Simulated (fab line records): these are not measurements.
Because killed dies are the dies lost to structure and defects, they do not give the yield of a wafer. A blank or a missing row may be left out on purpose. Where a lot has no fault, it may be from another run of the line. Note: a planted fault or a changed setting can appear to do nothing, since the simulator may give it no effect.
fab line records | flow n5-finfet
[record] lots = 24 | wafers = 72 | last-day = 17
route steps=1938 shown BEOL_M3@983
lots with no fault: from the same line, run without faults
start-h: hours from the record's first day to the start of the lot's first wafer shown | wait-h: hours since the lot's step before | " identical to the entry in the row above | L1.1+2: one row covering several wafers at once | - no value, or no start was given | * or withheld: withheld | < > ~ a bound
route shown NAME@n: NAME is a module with steps in the file, n the number in the route of the first one | usual: mean/standard deviation taken from wafers without a fault | same: alike in all rows | chamber/n: place in a boat | sites: per-site readings | _std_site: their standard deviation | _edge_site: the outer-site mean with the inner-site mean subtracted | radius-mm: for every site, how far away it sits from the centre of the wafer | mask NAME#n: copy n | behind: the tool/chamber that last shaped the wafer | hold: what put the lot on hold/how long, in hours/how the hold closed | device: whichever transistor did not switch (one of n, p or np) | end of line: the route-end tests of the same wafers | where a step has no rows: the recipe by itself | killed: not the wafer's yield, but the dies lost to structure and defects at the first sort | map: a wafer's dies, x killed, . not, _ none there
set.NAME: the setting the step ran with; set.NAME@STEP: the setting that earlier step ran with | model.NAME: the simulator's own value behind a step, which no gauge read
one table for each step of the route and one row for each wafer, over a sample of lots
services: the hour from which a tool's chamber was out of use, counted from the record's first day as start-h (under 0 if before that day), plus the number of hours and why
[[steps]]
[step N5_BEOL_M3_OCD_MEAS_38]
[usual] trench-depth-nm = 55.4/0.89
lot.wafer | tool   | chamber | start-h | wait-h | trench-depth-nm
L074.3    | ocd-02 | -       | 150.79  | -      | 56.9
L074.4    | "      | -       | "       | "      | 56.0
L074.6    | "      | -       | "       | "      | 56.7
L075.3    | ocd-01 | -       | 154.28  | -      | 54.9
L075.4    | "      | -       | "       | "      | 55.1
L075.5    | "      | -       | "       | "      | 54.6
L076.2    | ocd-01 | -       | 158.01  | -      | 54.5
L076.5    | "      | -       | "       | "      | 56.9
L076.6    | "      | -       | "       | "      | 56.5
L077.1    | ocd-01 | -       | 161.29  | -      | 54.3
L077.4    | "      | -       | "       | "      | 54.2
L077.5    | "      | -       | "       | "      | 54.5
L078.2    | ocd-02 | -       | 170.96  | -      | 54.8
L078.5    | "      | -       | "       | "      | 56.0
L078.6    | "      | -       | "       | "      | 54.8
L079.2    | ocd-01 | -       | 176.54  | -      | 55.8
L079.3    | "      | -       | "       | "      | 53.5
L079.6    | "      | -       | "       | "      | 55.0
L080.2    | ocd-01 | -       | 187.22  | -      | 57.1
L080.3    | "      | -       | "       | "      | 54.3
L080.4    | "      | -       | "       | "      | 56.2
L081.1    | ocd-02 | -       | 188.65  | -      | 56.4
L081.3    | "      | -       | "       | "      | 55.6
L081.4    | "      | -       | "       | "      | 55.9
L083.1    | ocd-02 | -       | 198.11  | -      | 55.1
L083.5    | "      | -       | "       | "      | 54.3
L083.6    | "      | -       | "       | "      | 55.2
L082.2    | ocd-02 | -       | 198.50  | -      | 54.4
L082.3    | "      | -       | "       | "      | 55.6
L082.4    | "      | -       | "       | "      | 54.5
L084.1    | ocd-01 | -       | 204.93  | -      | 57.2
L084.5    | "      | -       | "       | "      | 57.2
L084.6    | "      | -       | "       | "      | 55.5
L085.2    | ocd-01 | -       | 213.03  | -      | 56.5
L085.3    | "      | -       | "       | "      | 55.7
L085.4    | "      | -       | "       | "      | 57.5
L086.2    | ocd-01 | -       | 224.48  | -      | 57.0
L086.3    | "      | -       | "       | "      | 56.5
L086.6    | "      | -       | "       | "      | 55.4
L088.3    | ocd-01 | -       | 231.02  | -      | 55.2
L088.4    | "      | -       | "       | "      | 56.6
L088.6    | "      | -       | "       | "      | 54.9
L087.2    | ocd-02 | -       | 231.25  | -      | 54.8
L087.4    | "      | -       | "       | "      | 55.0
L087.5    | "      | -       | "       | "      | 54.7
L089.2    | ocd-01 | -       | 240.92  | -      | 54.7
L089.5    | "      | -       | "       | "      | 54.6
L089.6    | "      | -       | "       | "      | 56.2
L091.2    | ocd-01 | -       | 246.59  | -      | 56.5
L091.5    | "      | -       | "       | "      | 54.8
L091.6    | "      | -       | "       | "      | 56.6
L090.1    | ocd-01 | -       | 251.66  | -      | 54.0
L090.5    | "      | -       | "       | "      | 55.0
L090.6    | "      | -       | "       | "      | 54.5
L093.1    | ocd-01 | -       | 262.50  | -      | 54.4
L093.3    | "      | -       | "       | "      | 54.8
L093.6    | "      | -       | "       | "      | 54.4
L092.1    | ocd-01 | -       | 267.17  | -      | 55.8
L092.2    | "      | -       | "       | "      | 54.9
L092.4    | "      | -       | "       | "      | 55.4
L094.2    | ocd-02 | -       | 267.36  | -      | 53.9
L094.4    | "      | -       | "       | "      | 55.8
L094.5    | "      | -       | "       | "      | 54.4
L096.2    | ocd-02 | -       | 280.22  | -      | 56.7
L096.4    | "      | -       | "       | "      | 55.6
L096.6    | "      | -       | "       | "      | 56.2
L095.4    | ocd-02 | -       | 280.36  | -      | 54.9
L095.5    | "      | -       | "       | "      | 55.4
L095.6    | "      | -       | "       | "      | 55.6
L097.4    | ocd-01 | -       | 284.55  | -      | 55.6
L097.5    | "      | -       | "       | "      | 56.1
L097.6    | "      | -       | "       | "      | 54.6
[step N5_BEOL_M3_SPUTTER_79]
[recipe] material = Cu | target-thk-a = 45 | temp-c = -20 | chamber-pressure-pa = 0.07 | power-w = withheld | time-s = 8.29
[usual] susceptor-temp-C = -19.99/0.1 | throttle-valve-pct = 30.0/0.6
lot.wafer | tool           | chamber | start-h | wait-h | susceptor-temp-C | throttle-valve-pct
L074.3    | pvd-sputter-02 | -       | 152.22  | 0.1    | -20.01           | 30.6
L074.4    | "              | -       | "       | "      | -20.01           | 29.1
L074.6    | "              | -       | "       | "      | -19.88           | 29.2
L075.3    | pvd-sputter-01 | -       | 155.71  | 0.1    | -20.11           | 30.8
L075.4    | "              | -       | "       | "      | -19.94           | 30.6
L075.5    | "              | -       | "       | "      | -19.90           | 30.0
L076.2    | pvd-sputter-01 | -       | 159.62  | 0.1    | -19.92           | 29.7
L076.5    | "              | -       | "       | "      | -20.16           | 29.9
L076.6    | "              | -       | "       | "      | -19.95           | 30.4
L077.1    | pvd-sputter-01 | -       | 163.16  | 0.1    | -19.75           | 30.7
L077.4    | "              | -       | "       | "      | -20.11           | 29.7
L077.5    | "              | -       | "       | "      | -20.00           | 30.0
L078.2    | pvd-sputter-03 | -       | 172.86  | 0.1    | -19.95           | 30.1
L078.5    | "              | -       | "       | "      | -19.89           | 29.1
L078.6    | "              | -       | "       | "      | -20.03           | 30.4
L079.2    | pvd-sputter-03 | -       | 178.86  | 0.1    | -20.06           | 29.1
L079.3    | "              | -       | "       | "      | -19.89           | 29.8
L079.6    | "              | -       | "       | "      | -20.14           | 30.4
L080.2    | pvd-sputter-02 | -       | 188.73  | 0.1    | -20.02           | 29.2
L080.3    | "              | -       | "       | "      | -19.92           | 30.6
L080.4    | "              | -       | "       | "      | -20.09           | 30.5
L081.1    | pvd-sputter-01 | -       | 190.66  | 0.1    | -19.96           | 30.8
L081.3    | "              | -       | "       | "      | -19.87           | 30.0
L081.4    | "              | -       | "       | "      | -20.05           | 30.8
L083.1    | pvd-sputter-02 | -       | 199.19  | 0.1    | -20.13           | 29.3
L083.5    | "              | -       | "       | "      | -19.99           | 29.0
L083.6    | "              | -       | "       | "      | -20.01           | 29.1
L082.2    | pvd-sputter-02 | -       | 201.03  | 0.1    | -20.14           | 29.4
L082.3    | "              | -       | "       | "      | -20.01           | 30.4
L082.4    | "              | -       | "       | "      | -20.01           | 29.3
L084.1    | pvd-sputter-01 | -       | 206.55  | 0.1    | -20.00           | 29.8
L084.5    | "              | -       | "       | "      | -19.85           | 30.4
L084.6    | "              | -       | "       | "      | -20.00           | 29.8
L085.2    | pvd-sputter-01 | -       | 214.09  | 0.1    | -20.05           | 30.0
L085.3    | "              | -       | "       | "      | -20.00           | 30.6
L085.4    | "              | -       | "       | "      | -20.03           | 30.3
L086.2    | pvd-sputter-03 | -       | 225.84  | 0.1    | -20.05           | 30.1
L086.3    | "              | -       | "       | "      | -19.94           | 29.9
L086.6    | "              | -       | "       | "      | -20.19           | 28.8
L088.3    | pvd-sputter-03 | -       | 232.39  | 0.1    | -19.92           | 30.3
L088.4    | "              | -       | "       | "      | -19.86           | 29.3
L088.6    | "              | -       | "       | "      | -19.84           | 30.2
L087.2    | pvd-sputter-02 | -       | 233.75  | 0.1    | -20.08           | 30.7
L087.4    | "              | -       | "       | "      | -20.25           | 30.4
L087.5    | "              | -       | "       | "      | -19.91           | 29.3
L089.2    | pvd-sputter-03 | -       | 242.41  | 0.1    | -19.99           | 30.4
L089.5    | "              | -       | "       | "      | -19.72           | 29.7
L089.6    | "              | -       | "       | "      | -20.15           | 29.1
L091.2    | pvd-sputter-01 | -       | 248.18  | 0.1    | -19.92           | 30.6
L091.5    | "              | -       | "       | "      | -20.06           | 30.3
L091.6    | "              | -       | "       | "      | -20.04           | 30.0
L090.1    | pvd-sputter-03 | -       | 253.56  | 0.1    | -20.00           | 29.0
L090.5    | "              | -       | "       | "      | -19.94           | 29.5
L090.6    | "              | -       | "       | "      | -19.81           | 30.1
L093.1    | pvd-sputter-02 | -       | 263.56  | 0.1    | -20.05           | 30.6
L093.3    | "              | -       | "       | "      | -20.07           | 29.3
L093.6    | "              | -       | "       | "      | -20.14           | 30.5
L092.1    | pvd-sputter-01 | -       | 268.45  | 0.1    | -19.94           | 30.8
L092.2    | "              | -       | "       | "      | -20.03           | 29.7
L092.4    | "              | -       | "       | "      | -20.06           | 30.4
L094.2    | pvd-sputter-01 | -       | 270.29  | 0.1    | -19.96           | 30.2
L094.4    | "              | -       | "       | "      | -20.04           | 29.9
L094.5    | "              | -       | "       | "      | -19.94           | 30.8
L096.2    | pvd-sputter-01 | -       | 281.35  | 0.1    | -20.07           | 30.5
L096.4    | "              | -       | "       | "      | -19.93           | 30.0
L096.6    | "              | -       | "       | "      | -20.11           | 30.9
L095.4    | pvd-sputter-02 | -       | 281.70  | 0.1    | -19.94           | 29.3
L095.5    | "              | -       | "       | "      | -20.00           | 29.2
L095.6    | "              | -       | "       | "      | -19.94           | 29.1
L097.4    | pvd-sputter-02 | -       | 286.38  | 0.1    | -20.05           | 29.2
L097.5    | "              | -       | "       | "      | -19.92           | 30.7
L097.6    | "              | -       | "       | "      | -20.09           | 30.5
[step N5_BEOL_M3_SPUTTER_88]
[recipe] material = Cu | target-thk-a = 45 | temp-c = -20 | chamber-pressure-pa = 0.07 | power-w = withheld | time-s = 8.29
[usual] susceptor-temp-C = -20.02/0.097 | throttle-valve-pct = 30.0/0.59
lot.wafer | tool           | chamber | start-h | wait-h | susceptor-temp-C | throttle-valve-pct
L074.3    | pvd-sputter-02 | -       | 152.88  | 0.1    | -19.96           | 30.4
L074.4    | "              | -       | "       | "      | -20.09           | 29.4
L074.6    | "              | -       | "       | "      | -20.07           | 29.3
L075.3    | pvd-sputter-01 | -       | 156.37  | 0.1    | -19.90           | 30.8
L075.4    | "              | -       | "       | "      | -20.08           | 30.4
L075.5    | "              | -       | "       | "      | -19.92           | 29.8
L076.2    | pvd-sputter-01 | -       | 160.28  | 0.1    | -20.00           | 30.0
L076.5    | "              | -       | "       | "      | -20.05           | 30.0
L076.6    | "              | -       | "       | "      | -19.94           | 30.2
L077.1    | pvd-sputter-01 | -       | 163.82  | 0.1    | -20.17           | 30.5
L077.4    | "              | -       | "       | "      | -19.98           | 29.9
L077.5    | "              | -       | "       | "      | -20.02           | 30.2
L078.2    | pvd-sputter-03 | -       | 173.52  | 0.1    | -19.94           | 30.3
L078.5    | "              | -       | "       | "      | -19.92           | 29.0
L078.6    | "              | -       | "       | "      | -19.99           | 30.3
L079.2    | pvd-sputter-03 | -       | 179.52  | 0.1    | -20.15           | 29.2
L079.3    | "              | -       | "       | "      | -20.12           | 29.6
L079.6    | "              | -       | "       | "      | -19.94           | 30.2
L080.2    | pvd-sputter-02 | -       | 189.39  | 0.1    | -19.92           | 29.3
L080.3    | "              | -       | "       | "      | -19.94           | 30.5
L080.4    | "              | -       | "       | "      | -20.14           | 30.5
L081.1    | pvd-sputter-01 | -       | 191.32  | 0.1    | -20.04           | 30.7
L081.3    | "              | -       | "       | "      | -20.12           | 30.0
L081.4    | "              | -       | "       | "      | -20.07           | 30.4
L083.1    | pvd-sputter-02 | -       | 199.85  | 0.1    | -20.01           | 29.0
L083.5    | "              | -       | "       | "      | -20.01           | 29.0
L083.6    | "              | -       | "       | "      | -19.95           | 29.3
L082.2    | pvd-sputter-02 | -       | 201.69  | 0.1    | -19.86           | 29.3
L082.3    | "              | -       | "       | "      | -20.01           | 30.9
L082.4    | "              | -       | "       | "      | -19.96           | 29.1
L084.1    | pvd-sputter-01 | -       | 207.21  | 0.1    | -20.00           | 29.9
L084.5    | "              | -       | "       | "      | -20.01           | 30.4
L084.6    | "              | -       | "       | "      | -20.04           | 29.7
L085.2    | pvd-sputter-01 | -       | 214.75  | 0.1    | -19.82           | 29.8
L085.3    | "              | -       | "       | "      | -20.13           | 30.3
L085.4    | "              | -       | "       | "      | -19.74           | 30.2
L086.2    | pvd-sputter-03 | -       | 226.50  | 0.1    | -19.84           | 30.5
L086.3    | "              | -       | "       | "      | -19.83           | 29.7
L086.6    | "              | -       | "       | "      | -19.97           | 28.9
L088.3    | pvd-sputter-03 | -       | 233.05  | 0.1    | -19.99           | 30.3
L088.4    | "              | -       | "       | "      | -19.94           | 29.2
L088.6    | "              | -       | "       | "      | -19.97           | 30.3
L087.2    | pvd-sputter-02 | -       | 234.41  | 0.1    | -19.80           | 30.7
L087.4    | "              | -       | "       | "      | -20.00           | 30.5
L087.5    | "              | -       | "       | "      | -20.03           | 29.3
L089.2    | pvd-sputter-03 | -       | 243.07  | 0.1    | -20.01           | 30.3
L089.5    | "              | -       | "       | "      | -20.03           | 29.8
L089.6    | "              | -       | "       | "      | -20.19           | 29.1
L091.2    | pvd-sputter-01 | -       | 248.84  | 0.1    | -20.01           | 30.4
L091.5    | "              | -       | "       | "      | -20.08           | 30.5
L091.6    | "              | -       | "       | "      | -20.20           | 30.1
L090.1    | pvd-sputter-03 | -       | 254.22  | 0.1    | -19.98           | 29.1
L090.5    | "              | -       | "       | "      | -20.00           | 29.4
L090.6    | "              | -       | "       | "      | -20.02           | 30.4
L093.1    | pvd-sputter-02 | -       | 264.22  | 0.1    | -19.91           | 30.5
L093.3    | "              | -       | "       | "      | -20.12           | 29.4
L093.6    | "              | -       | "       | "      | -19.95           | 30.5
L092.1    | pvd-sputter-01 | -       | 269.11  | 0.1    | -19.92           | 30.9
L092.2    | "              | -       | "       | "      | -20.04           | 29.9
L092.4    | "              | -       | "       | "      | -19.94           | 30.6
L094.2    | pvd-sputter-01 | -       | 270.95  | 0.1    | -20.14           | 30.2
L094.4    | "              | -       | "       | "      | -19.99           | 29.8
L094.5    | "              | -       | "       | "      | -19.98           | 30.9
L096.2    | pvd-sputter-01 | -       | 282.01  | 0.1    | -20.00           | 30.6
L096.4    | "              | -       | "       | "      | -20.02           | 29.8
L096.6    | "              | -       | "       | "      | -19.85           | 30.6
L095.4    | pvd-sputter-02 | -       | 282.36  | 0.1    | -19.91           | 29.1
L095.5    | "              | -       | "       | "      | -20.12           | 29.5
L095.6    | "              | -       | "       | "      | -19.94           | 29.1
L097.4    | pvd-sputter-02 | -       | 287.04  | 0.1    | -20.04           | 29.5
L097.5    | "              | -       | "       | "      | -20.02           | 30.4
L097.6    | "              | -       | "       | "      | -20.32           | 30.7
[step N5_BEOL_M3_ANNEAL_89]
[recipe] temp-c = 400 | time-s = 240 | ambient = vacuum
[usual] heater-power-w = 871/110 | susceptor-temp-C = 399.96/0.22
lot.wafer | tool           | chamber | start-h | wait-h | heater-power-w | susceptor-temp-C
L074.3    | pvd-sputter-02 | -       | 152.96  | 0.0    | 866            | 399.88
L074.4    | "              | -       | "       | "      | 816            | 399.97
L074.6    | "              | -       | "       | "      | 860            | 400.20
L075.3    | pvd-sputter-01 | -       | 156.45  | 0.0    | 844            | 399.74
L075.4    | "              | -       | "       | "      | 915            | 399.69
L075.5    | "              | -       | "       | "      | 835            | 399.92
L076.2    | pvd-sputter-01 | -       | 160.36  | 0.0    | 818            | 400.11
L076.5    | "              | -       | "       | "      | 821            | 400.15
L076.6    | "              | -       | "       | "      | 907            | 400.29
L077.1    | pvd-sputter-01 | -       | 163.90  | 0.0    | 910            | 399.97
L077.4    | "              | -       | "       | "      | 920            | 399.93
L077.5    | "              | -       | "       | "      | 815            | 399.75
L078.2    | pvd-sputter-03 | -       | 173.60  | 0.0    | 1179           | 399.56
L078.5    | "              | -       | "       | "      | 778            | 399.75
L078.6    | "              | -       | "       | "      | 1167           | 399.75
L079.2    | pvd-sputter-03 | -       | 179.60  | 0.0    | 775            | 400.12
L079.3    | "              | -       | "       | "      | 888            | 399.91
L079.6    | "              | -       | "       | "      | 1190           | 399.63
L080.2    | pvd-sputter-02 | -       | 189.47  | 0.0    | 810            | 399.87
L080.3    | "              | -       | "       | "      | 856            | 400.28
L080.4    | "              | -       | "       | "      | 691            | 399.95
L081.1    | pvd-sputter-01 | -       | 191.40  | 0.0    | 830            | 400.29
L081.3    | "              | -       | "       | "      | 897            | 399.57
L081.4    | "              | -       | "       | "      | 891            | 400.18
L083.1    | pvd-sputter-02 | -       | 199.93  | 0.0    | 832            | 399.81
L083.5    | "              | -       | "       | "      | 845            | 399.72
L083.6    | "              | -       | "       | "      | 805            | 400.03
L082.2    | pvd-sputter-02 | -       | 201.77  | 0.0    | 838            | 399.88
L082.3    | "              | -       | "       | "      | 718            | 399.78
L082.4    | "              | -       | "       | "      | 821            | 399.85
L084.1    | pvd-sputter-01 | -       | 207.29  | 0.0    | 808            | 399.88
L084.5    | "              | -       | "       | "      | 916            | 400.20
L084.6    | "              | -       | "       | "      | 818            | 400.09
L085.2    | pvd-sputter-01 | -       | 214.83  | 0.0    | 806            | 400.04
L085.3    | "              | -       | "       | "      | 908            | 400.13
L085.4    | "              | -       | "       | "      | 917            | 399.69
L086.2    | pvd-sputter-03 | -       | 226.58  | 0.0    | 1173           | 399.90
L086.3    | "              | -       | "       | "      | 877            | 399.83
L086.6    | "              | -       | "       | "      | 817            | 400.26
L088.3    | pvd-sputter-03 | -       | 233.13  | 0.0    | 1193           | 400.13
L088.4    | "              | -       | "       | "      | 979            | 399.74
L088.6    | "              | -       | "       | "      | 1167           | 400.59
L087.2    | pvd-sputter-02 | -       | 234.49  | 0.0    | 684            | 400.10
L087.4    | "              | -       | "       | "      | 867            | 400.13
L087.5    | "              | -       | "       | "      | 844            | 400.24
L089.2    | pvd-sputter-03 | -       | 243.15  | 0.0    | 1194           | 399.70
L089.5    | "              | -       | "       | "      | 846            | 399.52
L089.6    | "              | -       | "       | "      | 806            | 400.06
L091.2    | pvd-sputter-01 | -       | 248.92  | 0.0    | 925            | 400.03
L091.5    | "              | -       | "       | "      | 911            | 400.27
L091.6    | "              | -       | "       | "      | 905            | 400.05
L090.1    | pvd-sputter-03 | -       | 254.30  | 0.0    | 799            | 400.32
L090.5    | "              | -       | "       | "      | 974            | 399.89
L090.6    | "              | -       | "       | "      | 1146           | 399.50
L093.1    | pvd-sputter-02 | -       | 264.30  | 0.0    | 703            | 399.91
L093.3    | "              | -       | "       | "      | 793            | 399.98
L093.6    | "              | -       | "       | "      | 691            | 400.08
L092.1    | pvd-sputter-01 | -       | 269.19  | 0.0    | 825            | 399.91
L092.2    | "              | -       | "       | "      | 810            | 400.01
L092.4    | "              | -       | "       | "      | 904            | 399.97
L094.2    | pvd-sputter-01 | -       | 271.03  | 0.0    | 892            | 399.92
L094.4    | "              | -       | "       | "      | 809            | 399.88
L094.5    | "              | -       | "       | "      | 823            | 400.05
L096.2    | pvd-sputter-01 | -       | 282.09  | 0.0    | 927            | 400.09
L096.4    | "              | -       | "       | "      | 825            | 399.87
L096.6    | "              | -       | "       | "      | 838            | 399.80
L095.4    | pvd-sputter-02 | -       | 282.44  | 0.0    | 854            | 400.39
L095.5    | "              | -       | "       | "      | 799            | 399.72
L095.6    | "              | -       | "       | "      | 858            | 399.87
L097.4    | pvd-sputter-02 | -       | 287.12  | 0.0    | 813            | 399.64
L097.5    | "              | -       | "       | "      | 853            | 399.66
L097.6    | "              | -       | "       | "      | 683            | 399.66
[step N5_BEOL_M3_SPUTTER_94]
[recipe] material = Cu | target-thk-a = 45 | temp-c = -20 | chamber-pressure-pa = 0.07 | power-w = withheld | time-s = 8.29
[usual] susceptor-temp-C = -19.99/0.11 | throttle-valve-pct = 30.0/0.59
lot.wafer | tool           | chamber | start-h | wait-h | susceptor-temp-C | throttle-valve-pct
L074.3    | pvd-sputter-02 | -       | 153.54  | 0.1    | -19.95           | 30.3
L074.4    | "              | -       | "       | "      | -19.96           | 29.3
L074.6    | "              | -       | "       | "      | -20.01           | 29.1
L075.3    | pvd-sputter-01 | -       | 157.03  | 0.1    | -20.16           | 30.9
L075.4    | "              | -       | "       | "      | -19.92           | 30.7
L075.5    | "              | -       | "       | "      | -19.76           | 29.9
L076.2    | pvd-sputter-01 | -       | 160.94  | 0.1    | -19.99           | 29.9
L076.5    | "              | -       | "       | "      | -19.95           | 29.8
L076.6    | "              | -       | "       | "      | -19.80           | 30.5
L077.1    | pvd-sputter-01 | -       | 164.48  | 0.1    | -19.94           | 30.7
L077.4    | "              | -       | "       | "      | -20.01           | 29.9
L077.5    | "              | -       | "       | "      | -20.10           | 29.9
L078.2    | pvd-sputter-03 | -       | 174.18  | 0.1    | -20.03           | 30.5
L078.5    | "              | -       | "       | "      | -19.93           | 29.0
L078.6    | "              | -       | "       | "      | -20.09           | 30.3
L079.2    | pvd-sputter-03 | -       | 180.18  | 0.1    | -19.95           | 29.3
L079.3    | "              | -       | "       | "      | -19.97           | 29.4
L079.6    | "              | -       | "       | "      | -20.07           | 30.2
L080.2    | pvd-sputter-02 | -       | 190.05  | 0.1    | -19.90           | 29.3
L080.3    | "              | -       | "       | "      | -19.96           | 30.4
L080.4    | "              | -       | "       | "      | -20.06           | 30.5
L081.1    | pvd-sputter-01 | -       | 191.98  | 0.1    | -19.95           | 30.6
L081.3    | "              | -       | "       | "      | -20.00           | 30.2
L081.4    | "              | -       | "       | "      | -20.04           | 30.5
L083.1    | pvd-sputter-02 | -       | 200.51  | 0.1    | -20.16           | 29.5
L083.5    | "              | -       | "       | "      | -20.01           | 29.2
L083.6    | "              | -       | "       | "      | -20.14           | 29.1
L082.2    | pvd-sputter-02 | -       | 202.35  | 0.1    | -20.01           | 29.1
L082.3    | "              | -       | "       | "      | -19.94           | 30.6
L082.4    | "              | -       | "       | "      | -20.13           | 29.2
L084.1    | pvd-sputter-01 | -       | 207.87  | 0.1    | -19.91           | 29.7
L084.5    | "              | -       | "       | "      | -20.10           | 30.6
L084.6    | "              | -       | "       | "      | -19.94           | 30.2
L085.2    | pvd-sputter-01 | -       | 215.41  | 0.1    | -20.14           | 29.9
L085.3    | "              | -       | "       | "      | -20.05           | 30.6
L085.4    | "              | -       | "       | "      | -19.94           | 29.9
L086.2    | pvd-sputter-03 | -       | 227.16  | 0.1    | -20.23           | 30.5
L086.3    | "              | -       | "       | "      | -20.12           | 29.6
L086.6    | "              | -       | "       | "      | -20.16           | 29.1
L088.3    | pvd-sputter-03 | -       | 233.71  | 0.1    | -19.85           | 30.2
L088.4    | "              | -       | "       | "      | -19.92           | 29.3
L088.6    | "              | -       | "       | "      | -19.74           | 30.3
L087.2    | pvd-sputter-02 | -       | 235.07  | 0.1    | -19.98           | 30.4
L087.4    | "              | -       | "       | "      | -20.07           | 30.4
L087.5    | "              | -       | "       | "      | -19.86           | 29.3
L089.2    | pvd-sputter-03 | -       | 243.73  | 0.1    | -19.92           | 30.6
L089.5    | "              | -       | "       | "      | -20.06           | 29.6
L089.6    | "              | -       | "       | "      | -20.00           | 28.9
L091.2    | pvd-sputter-01 | -       | 249.50  | 0.1    | -19.86           | 30.5
L091.5    | "              | -       | "       | "      | -19.97           | 30.4
L091.6    | "              | -       | "       | "      | -20.03           | 29.8
L090.1    | pvd-sputter-03 | -       | 254.88  | 0.1    | -19.74           | 28.9
L090.5    | "              | -       | "       | "      | -19.97           | 29.6
L090.6    | "              | -       | "       | "      | -20.05           | 30.1
L093.1    | pvd-sputter-02 | -       | 264.88  | 0.1    | -20.06           | 30.6
L093.3    | "              | -       | "       | "      | -20.05           | 29.2
L093.6    | "              | -       | "       | "      | -19.99           | 30.7
L092.1    | pvd-sputter-01 | -       | 269.77  | 0.1    | -20.05           | 30.7
L092.2    | "              | -       | "       | "      | -20.07           | 30.1
L092.4    | "              | -       | "       | "      | -20.05           | 30.7
L094.2    | pvd-sputter-01 | -       | 271.61  | 0.1    | -19.95           | 30.2
L094.4    | "              | -       | "       | "      | -20.18           | 30.1
L094.5    | "              | -       | "       | "      | -19.99           | 30.7
L096.2    | pvd-sputter-01 | -       | 282.67  | 0.1    | -19.94           | 30.5
L096.4    | "              | -       | "       | "      | -20.03           | 30.0
L096.6    | "              | -       | "       | "      | -20.20           | 30.9
L095.4    | pvd-sputter-02 | -       | 283.02  | 0.1    | -19.87           | 29.3
L095.5    | "              | -       | "       | "      | -19.98           | 29.0
L095.6    | "              | -       | "       | "      | -19.94           | 29.3
L097.4    | pvd-sputter-02 | -       | 287.70  | 0.1    | -19.79           | 29.3
L097.5    | "              | -       | "       | "      | -19.99           | 30.4
L097.6    | "              | -       | "       | "      | -19.73           | 30.5
[step N5_BEOL_M3_RS_MEAS_58]
[recipe] thk-meas-gauge = four-point-probe | reads = Co_of_BEOL_M3_CO_CAP_55+Cu_of_BEOL_M3_ECD_50+Co_of_BEOL_M3_CVD_47+TaN_of_BEOL_M3_ALD_84
[usual] M3_RS = 0.665/0.029
lot.wafer | tool          | chamber | start-h | wait-h | M3_RS[ohm/sq]
L074.3    | film-metro-02 | -       | 154.81  | 0.1    | 0.746
L074.4    | "             | -       | "       | "      | 0.697
L074.6    | "             | -       | "       | "      | 0.711
L075.3    | film-metro-02 | -       | 158.32  | 0.1    | 0.704
L075.4    | "             | -       | "       | "      | 0.676
L075.5    | "             | -       | "       | "      | 0.691
L076.2    | film-metro-01 | -       | 162.32  | 0.1    | 0.728
L076.5    | "             | -       | "       | "      | 0.685
L076.6    | "             | -       | "       | "      | 0.680
L077.1    | film-metro-02 | -       | 165.75  | 0.0    | 0.703
L077.4    | "             | -       | "       | "      | 0.651
L077.5    | "             | -       | "       | "      | 0.632
L078.2    | film-metro-02 | -       | 175.45  | 0.1    | 0.682
L078.5    | "             | -       | "       | "      | 0.631
L078.6    | "             | -       | "       | "      | 0.663
L079.2    | film-metro-02 | -       | 181.45  | 0.1    | 0.655
L079.3    | "             | -       | "       | "      | 0.678
L079.6    | "             | -       | "       | "      | 0.666
L080.2    | film-metro-01 | -       | 191.39  | 0.1    | 0.664
L080.3    | "             | -       | "       | "      | 0.649
L080.4    | "             | -       | "       | "      | 0.627
L081.1    | film-metro-01 | -       | 193.26  | 0.0    | 0.630
L081.3    | "             | -       | "       | "      | 0.628
L081.4    | "             | -       | "       | "      | 0.646
L083.1    | film-metro-02 | -       | 201.80  | 0.1    | 0.643
L083.5    | "             | -       | "       | "      | 0.644
L083.6    | "             | -       | "       | "      | 0.644
L082.2    | film-metro-02 | -       | 203.63  | 0.1    | 0.667
L082.3    | "             | -       | "       | "      | 0.667
L082.4    | "             | -       | "       | "      | 0.649
L084.1    | film-metro-01 | -       | 209.15  | 0.0    | 0.676
L084.5    | "             | -       | "       | "      | 0.621
L084.6    | "             | -       | "       | "      | 0.643
L085.2    | film-metro-02 | -       | 216.72  | 0.1    | 0.696
L085.3    | "             | -       | "       | "      | 0.638
L085.4    | "             | -       | "       | "      | 0.632
L086.2    | film-metro-01 | -       | 228.72  | 0.1    | 0.686
L086.3    | "             | -       | "       | "      | 0.674
L086.6    | "             | -       | "       | "      | 0.652
L088.3    | film-metro-01 | -       | 234.98  | 0.1    | 0.714
L088.4    | "             | -       | "       | "      | 0.672
L088.6    | "             | -       | "       | "      | 0.688
L087.2    | film-metro-01 | -       | 236.38  | 0.1    | 0.658
L087.4    | "             | -       | "       | "      | 0.629
L087.5    | "             | -       | "       | "      | 0.660
L089.2    | film-metro-01 | -       | 245.68  | 0.1    | 0.669
L089.5    | "             | -       | "       | "      | 0.639
L089.6    | "             | -       | "       | "      | 0.662
L091.2    | film-metro-02 | -       | 250.84  | 0.1    | 0.676
L091.5    | "             | -       | "       | "      | 0.603
L091.6    | "             | -       | "       | "      | 0.614
L090.1    | film-metro-01 | -       | 256.16  | 0.0    | 0.668
L090.5    | "             | -       | "       | "      | 0.633
L090.6    | "             | -       | "       | "      | 0.618
L093.1    | film-metro-01 | -       | 266.23  | 0.1    | 0.667
L093.3    | "             | -       | "       | "      | 0.670
L093.6    | "             | -       | "       | "      | 0.674
L092.1    | film-metro-02 | -       | 271.05  | 0.0    | 0.711
L092.2    | "             | -       | "       | "      | 0.661
L092.4    | "             | -       | "       | "      | 0.669
L094.2    | film-metro-02 | -       | 272.93  | 0.1    | 0.682
L094.4    | "             | -       | "       | "      | 0.653
L094.5    | "             | -       | "       | "      | 0.681
L096.2    | film-metro-01 | -       | 283.94  | 0.1    | 0.700
L096.4    | "             | -       | "       | "      | 0.640
L096.6    | "             | -       | "       | "      | 0.646
L095.4    | film-metro-01 | -       | 284.30  | 0.0    | 0.637
L095.5    | "             | -       | "       | "      | 0.624
L095.6    | "             | -       | "       | "      | 0.612
L097.4    | film-metro-01 | -       | 289.03  | 0.0    | 0.678
L097.5    | "             | -       | "       | "      | 0.637
L097.6    | "             | -       | "       | "      | 0.657
[[services]]
tool           | chamber | start-h | hours | kind
pvd-sputter-01 | -       | 158.45  | 0.9   | repair
[[key]]
fault none
